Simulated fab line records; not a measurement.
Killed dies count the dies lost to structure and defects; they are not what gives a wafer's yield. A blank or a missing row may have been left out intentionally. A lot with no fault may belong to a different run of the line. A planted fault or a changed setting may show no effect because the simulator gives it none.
Chamber matching :: flow n5-finfet :: 4 sister chambers for N5_BEOL_M11_STRIP_67 on rie-diel-03
The step strips in CF4. 8 wafers are shown with their chamber, then 10 later ones without.

## WAFERS WITH THEIR CHAMBER
wafer: L077.5
chamber: 2
showerhead-plenum-p-Torr (Torr): 1.88
drypump-motor-current-A (A): 5.4

wafer: L083.2
chamber: 3
showerhead-plenum-p-Torr (Torr): 1.74
drypump-motor-current-A (A): 4.8

wafer: L083.6
chamber: 1
showerhead-plenum-p-Torr (Torr): 1.82
drypump-motor-current-A (A): 5.9

wafer: L081.1
chamber: 3
showerhead-plenum-p-Torr (Torr): 1.74
drypump-motor-current-A (A): 4.8

wafer: L081.3
chamber: 1
showerhead-plenum-p-Torr (Torr): 1.82
drypump-motor-current-A (A): 5.9

wafer: L081.5
chamber: 0
showerhead-plenum-p-Torr (Torr): 1.91
drypump-motor-current-A (A): 5.3

wafer: L091.2
chamber: 0
showerhead-plenum-p-Torr (Torr): 1.90
drypump-motor-current-A (A): 5.2

wafer: L091.4
chamber: 2
showerhead-plenum-p-Torr (Torr): 1.87
drypump-motor-current-A (A): 5.4

## WAFERS MISSING THEIR CHAMBER
wafer: L091.5
showerhead-plenum-p-Torr (Torr): 1.81
drypump-motor-current-A (A): 5.9

wafer: L093.1
showerhead-plenum-p-Torr (Torr): 1.73
drypump-motor-current-A (A): 4.7

wafer: L093.3
showerhead-plenum-p-Torr (Torr): 1.90
drypump-motor-current-A (A): 5.2

wafer: L093.6
showerhead-plenum-p-Torr (Torr): 1.87
drypump-motor-current-A (A): 5.4

wafer: L094.2
showerhead-plenum-p-Torr (Torr): 1.73
drypump-motor-current-A (A): 4.8

wafer: L094.3
showerhead-plenum-p-Torr (Torr): 1.87
drypump-motor-current-A (A): 5.4

wafer: L094.5
showerhead-plenum-p-Torr (Torr): 1.81
drypump-motor-current-A (A): 5.9

wafer: L097.1
showerhead-plenum-p-Torr (Torr): 1.87
drypump-motor-current-A (A): 5.4

wafer: L097.2
showerhead-plenum-p-Torr (Torr): 1.73
drypump-motor-current-A (A): 4.8

wafer: L097.3
showerhead-plenum-p-Torr (Torr): 1.81
drypump-motor-current-A (A): 5.9

## WHICH CHAMBER EACH WENT THROUGH
wafer: L091.5
from the rows above: 1
in truth: 1

wafer: L093.1
from the rows above: 3
in truth: 3

wafer: L093.3
from the rows above: 0
in truth: 0

wafer: L093.6
from the rows above: 2
in truth: 2

wafer: L094.2
from the rows above: 3
in truth: 3

wafer: L094.3
from the rows above: 2
in truth: 2

wafer: L094.5
from the rows above: 1
in truth: 1

wafer: L097.1
from the rows above: 2
in truth: 2

wafer: L097.2
from the rows above: 3
in truth: 3

wafer: L097.3
from the rows above: 1
in truth: 1
Correct placement for 10 of the 10. Number that these rows cannot place: 0. Wrongly placed: 0.
How it was worked out, from the rows above alone: a wafer's distance from a chamber is the root of the sum, over the readings, of the square of ((its reading less the chamber's mean) divided by the reading's scatter). If the next closest chamber is less than 2 further off than the closest, the wafer can't be placed; otherwise it belongs to the closest. A chamber's mean is the mean of its shown wafers. The scatter: the root of (the sum of the squares of (reading less its chamber's mean) over the shown wafers, divided by (wafers less chambers)).
